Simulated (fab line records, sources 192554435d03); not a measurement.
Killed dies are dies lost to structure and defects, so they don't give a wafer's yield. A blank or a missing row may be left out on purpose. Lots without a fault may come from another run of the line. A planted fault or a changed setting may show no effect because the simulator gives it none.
Chamber matching | flow n5_finfet | N5_BEOL_M11_ETCH_62 on rie_diel-01: 4 sister chambers
The step etches SOC in N2/H2, target depth 110 nm, overetch 22 nm, time 165 s. 16 wafers are shown with their chamber, then 8 later ones without.

WAFERS WITH THEIR CHAMBER
wafer  | chamber | showerhead_plenum_p_Torr (Torr) | throttle_valve_pct (%) | oes_product_au (a.u.)
L077.2 | 2       | 2.46                            | 17.57                  | 0.71
L077.3 | 3       | 2.45                            | 17.79                  | 0.62
L077.6 | 3       | 2.44                            | 17.80                  | 0.63
L075.1 | 3       | 2.44                            | 17.82                  | 0.64
L075.4 | 2       | 2.46                            | 17.57                  | 0.72
L075.5 | 0       | 2.52                            | 17.85                  | 0.62
L079.1 | 0       | 2.52                            | 17.88                  | 0.62
L079.4 | 2       | 2.46                            | 17.59                  | 0.71
L079.5 | 0       | 2.52                            | 17.88                  | 0.61
L082.3 | 2       | 2.46                            | 17.59                  | 0.71
L082.5 | 2       | 2.46                            | 17.59                  | 0.71
L082.6 | 1       | 2.70                            | 17.44                  | 0.81
L085.1 | 0       | 2.51                            | 17.89                  | 0.61
L085.4 | 2       | 2.45                            | 17.60                  | 0.69
L085.5 | 2       | 2.45                            | 17.60                  | 0.69
L091.2 | 0       | 2.51                            | 17.91                  | 0.61

SIGNATURES (means of the wafers above)
reading                  | chamber 0 | chamber 1 | chamber 2 | chamber 3 | scatter within a chamber
showerhead_plenum_p_Torr | 2.5160    | 2.7000    | 2.4571    | 2.4433    | 0.00524
throttle_valve_pct       | 17.8820   | 17.4400   | 17.5871   | 17.8033   | 0.0166
oes_product_au           | 0.6140    | 0.8100    | 0.7057    | 0.6300    | 0.00954
Rule: a wafer's distance from a chamber is the root of the sum, over the readings, of the square of ((its reading less the chamber's mean) divided by the reading's scatter). The wafer belongs to the nearest chamber; if the next one is less than 2 further off, it can't be placed. The scatter: the root of (the sum of the squares of (reading less its chamber's mean) over the shown wafers, divided by (wafers less chambers)).

WAFERS WITHOUT THEIR CHAMBER
wafer  | showerhead_plenum_p_Torr (Torr) | throttle_valve_pct (%) | oes_product_au (a.u.)
L091.4 | 2.44                            | 17.82                  | 0.62
L091.6 | 2.44                            | 17.83                  | 0.62
L094.1 | 2.69                            | 17.51                  | 0.75
L094.4 | 2.43                            | 17.85                  | 0.62
L094.5 | 2.50                            | 17.94                  | 0.60
L095.2 | 2.69                            | 17.50                  | 0.76
L095.5 | 2.50                            | 17.94                  | 0.60
L095.6 | 2.69                            | 17.49                  | 0.75

WHICH CHAMBER EACH WENT THROUGH
wafer  | from the rows above | in truth
L091.4 | 3                   | 3
L091.6 | 3                   | 3
L094.1 | 1                   | 1
L094.4 | 3                   | 3
L094.5 | 0                   | 0
L095.2 | 1                   | 1
L095.5 | 0                   | 0
L095.6 | 1                   | 1
Placed correctly: 8 of 8. Can't be placed from these rows: 0. Placed wrongly: 0.
